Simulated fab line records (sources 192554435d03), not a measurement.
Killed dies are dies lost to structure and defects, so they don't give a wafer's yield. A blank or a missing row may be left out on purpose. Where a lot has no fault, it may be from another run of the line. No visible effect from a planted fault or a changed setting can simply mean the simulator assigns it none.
Lot-split experiment | flow n5-finfet | route with 1938 steps; 7 lots, 39 wafers read

## THE SPLIT
At N5_BEOL_M10_ILD_DEP_00 (deposits SiCOH lowk from DEMS/porogen, target thk 308.51 nm, time 58 s), the setting time-s was moved away from the recipe's 58 s on 18 of the 39 wafers read, by -49.3% to +58.7%. For the rest of the wafers, this setting stayed at what the recipe calls for.

## BETWEEN THE SPLIT AND THE READING: the file shows 1 step in between
- N5_BEOL_M10_CURE_71: cures SiCOH lowk, time 240 s

## THE READING
Values of M10_ILD_THK in nm from N5_BEOL_M10_THK_MEAS_01. Typical for fault-free wafers on this fab line: 267 nm, with standard deviation 3.2 nm.

wafer  | tool, chamber at the split | time-s as run, s | against the recipe | M10_ILD_THK, nm | against lot-mates on the recipe
L075.1 | pecvd-01, 1                | 58               | recipe             | 272             | -
L075.2 | pecvd-01, 0                | 58               | recipe             | 266             | -
L075.3 | pecvd-01, 1                | 58               | recipe             | 270             | -
L075.4 | pecvd-01, 0                | 67.47            | +16.3%             | 315             | +46
L075.5 | pecvd-01, 1                | 67.47            | +16.3%             | 316             | +47
L075.6 | pecvd-01, 0                | 67.47            | +16.3%             | 315             | +46
L081.1 | pecvd-01, 2                | 92.02            | +58.7%             | 424             | +157
L081.2 | pecvd-01, 0                | 58               | recipe             | 266             | -
L081.3 | pecvd-01, 1                | 58               | recipe             | 266             | -
L081.4 | pecvd-01, 2                | 92.02            | +58.7%             | 429             | +162
L081.5 | pecvd-01, 1                | 92.02            | +58.7%             | 430             | +163
L081.6 | pecvd-01, 0                | 58               | recipe             | 270             | -
L082.1 | pecvd-01, 2                | 29.38            | -49.3%             | 136             | -129
L082.2 | pecvd-01, 1                | 58               | recipe             | 263             | -
L082.3 | pecvd-01, 0                | 58               | recipe             | 263             | -
L082.4 | pecvd-01, 0                | 29.38            | -49.3%             | 135             | -130
L082.5 | pecvd-01, 2                | 29.38            | -49.3%             | 139             | -126
L082.6 | pecvd-01, 1                | 58               | recipe             | 269             | -
L084.3 | pecvd-01, 0                | 58               | recipe             | 261             | -
L084.5 | pecvd-01, 0                | 58               | recipe             | 270             | -
L084.6 | pecvd-01, 1                | 58               | recipe             | 269             | -
L087.1 | pecvd-02, 1                | 34.89            | -39.8%             | 159             | -107
L087.2 | pecvd-02, 0                | 58               | recipe             | 263             | -
L087.3 | pecvd-02, 2                | 58               | recipe             | 264             | -
L087.4 | pecvd-02, 1                | 58               | recipe             | 270             | -
L087.5 | pecvd-02, 0                | 34.89            | -39.8%             | 163             | -103
L087.6 | pecvd-02, 2                | 34.89            | -39.8%             | 161             | -105
L096.1 | pecvd-02, 2                | 58               | recipe             | 266             | -
L096.2 | pecvd-02, 1                | 86.17            | +48.6%             | 393             | +122
L096.3 | pecvd-02, 0                | 86.17            | +48.6%             | 396             | +125
L096.4 | pecvd-02, 1                | 86.17            | +48.6%             | 403             | +132
L096.5 | pecvd-02, 0                | 58               | recipe             | 273             | -
L096.6 | pecvd-02, 2                | 58               | recipe             | 273             | -
L097.1 | pecvd-01, 2,0              | 29.66            | -48.9%             | 140             | -131
L097.2 | pecvd-01, 1                | 58               | recipe             | 267             | -
L097.3 | pecvd-01, 0                | 29.66            | -48.9%             | 137             | -134
L097.4 | pecvd-01, 1                | 58               | recipe             | 272             | -
L097.5 | pecvd-01, 2,0              | 29.66            | -48.9%             | 140             | -131
L097.6 | pecvd-01, 2                | 58               | recipe             | 274             | -
Where a row lists several chambers, the file gives one row for several wafers and doesn't say which wafer went through which chamber.

FIT RESULTS
A straight line over all 39 wafers: M10_ILD_THK changes by +2.68 nm for each +1% of time-s; r = +1.00; the points scatter about the line by 3.5 nm.
The same after taking each lot's own level away (the mean of its wafers on the recipe; 39 wafers): +2.67 nm for each +1%; r = +1.00; scatter 3.3 nm.
Per that fit: largest time-s move, reading shift of 1.6e+02 nm.
The lots' own levels span 265.0 to 271.0 nm, that is 1.9 times the standard deviation above.
The two slopes are in agreement: the lot-to-lot level therefore moves the slope only a little.
Check: +157 nm against its lot-mates is what the line predicts for one of the wafers moved furthest among these (+58.7%) when that wafer is left out of the fit. It came out at +157 nm against them.

## OTHER SPLITS ON THESE WAFERS
These wafers also went through other splits before the reading. Each is held against what the fit with the lots' levels taken away leaves over:
other split on the same wafers   | wafers away from the commonest value | r with M10_ILD_THK (lot level and that fit taken away)
N5_BEOL_M9_TRENCH_ETCH_37 time-s | 18                                   | +0.08

## THE WHOLE CHAIN: every reading that the file lists as answering this split, in the file's order
step                    | what it does                                                           | reading                                                                                   | change (the file's fit)              | r (the file's)
N5_BEOL_M10_ILD_DEP_00  | deposits SiCOH lowk from DEMS/porogen, target thk 308.51 nm, time 58 s | SiCOH_lowk_of_BEOL_M10_ILD_DEP_00.thk-nm (the simulator's own value, which no gauge read) | +3.02 nm for each +1% of the setting | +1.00
N5_BEOL_M10_CURE_71     | cures SiCOH lowk, time 240 s                                           | SiCOH_lowk_of_BEOL_M10_ILD_DEP_00.thk-nm (the simulator's own value, which no gauge read) | +2.67 nm for each +1% of the setting | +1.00
N5_BEOL_M10_THK_MEAS_01 |                                                                        | M10_ILD_THK                                                                               | +2.67 for each +1% of the setting    | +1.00

## THE FILE'S OWN FIT
M10_ILD_THK changes by +2.67 nm for each +1% of time-s, r = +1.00.
